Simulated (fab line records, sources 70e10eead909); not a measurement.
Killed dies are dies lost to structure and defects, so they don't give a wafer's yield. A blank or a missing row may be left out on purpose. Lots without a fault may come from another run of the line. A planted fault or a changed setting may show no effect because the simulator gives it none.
One fault seen from 2 desks | flow nand_harc | each desk has only its own numbers; what lay behind them comes last

THE DEFECT DESK
What the inspections along the route counted, lot by lot: means of the sampled wafers that have a number. A lot is out of limits, marked OUT, if its mean lies more than 4 standard deviations from the usual mean; the brackets give that distance.
Columns: A = raw_defect_count at NHARC_P_GATE_INSPECT_28, usual 6.3
lot  | first seen here | A
L357 | day 4 19:23     | 6.3
L359 | day 5 00:39     | 10.3
L360 | day 5 10:32     | 6.0
L363 | day 6 04:49     | 7.7
L366 | day 7 02:28     | 90.3 (+28) OUT
L372 | day 8 14:43     | 7.3
L374 | day 8 20:55     | 10.3
L375 | day 9 08:44     | 3.7
L377 | day 9 13:42     | 8.7
L380 | day 10 06:35    | 7.0
L378 | day 10 06:53    | 4.0
L379 | day 10 07:14    | 5.0
This desk's finding: out of limits on L366; first on L366, day 7 02:28 (raw_defect_count at NHARC_P_GATE_INSPECT_28). In limits: L357, L359, L360, L363, L372, L374, L375, L377, L380, L378, L379.

THE METROLOGY DESK
What the gauges read, lot by lot, whatever tool the lot ran on: means of the sampled wafers that have a number. A lot is out of limits, marked OUT, if its mean lies more than 4 standard deviations from the usual mean; the brackets give that distance.
Columns: A = trench_depth_nm at NHARC_P_STI_OCD_MEAS_17, usual 301 nm; B = trench_foot_cd_nm at NHARC_P_STI_OCD_MEAS_17, usual 158.9 nm; C = trench_depth_nm at NHARC_P_STI_OCD_MEAS_43, usual 301 nm; D = trench_foot_cd_nm at NHARC_P_STI_OCD_MEAS_43, usual 158.9 nm
lot  | first seen here | A   | B     | C   | D
L357 | day 2 11:53     | 299 | 161.0 | 299 | 160.7
L359 | day 2 20:48     | 302 | 158.8 | 302 | 158.6
L360 | day 3 06:45     | 301 | 159.3 | 301 | 159.2
L363 | day 3 23:56     | 297 | 159.7 | 297 | 159.5
L366 | day 4 22:02     | 305 | 158.5 | 305 | 158.2
L372 | day 6 08:49     | 299 | 156.4 | 299 | 156.8
L374 | day 6 14:30     | 301 | 156.6 | 301 | 156.6
L375 | day 7 00:19     | 297 | 158.4 | 298 | 158.7
L377 | day 7 12:07     | 298 | 158.8 | 297 | 159.2
L378 | day 7 23:47     | 304 | 159.3 | 303 | 159.6
L379 | day 7 23:50     | 303 | 160.6 | 303 | 160.6
L380 | day 8 08:02     | 301 | 158.6 | 300 | 158.5
This desk's finding: nothing out of limits on any of the 12 lots.

PUT TOGETHER
The defect desk could have raised an alarm at day 7 02:28, on L366.
The metrology desk saw nothing out of limits.
The metrology desk has L366 on record, within its limits.
Of the lots named, all ran NHARC_P_STI_STRIP_24 on wet_bench-01.

WHAT THE SIMULATOR HAD PUT IN
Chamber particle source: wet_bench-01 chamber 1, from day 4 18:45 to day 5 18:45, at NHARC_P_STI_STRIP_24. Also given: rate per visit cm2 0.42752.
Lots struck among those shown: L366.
Hours from the fault's start to each desk's first reading out of limits: the defect desk, 56.
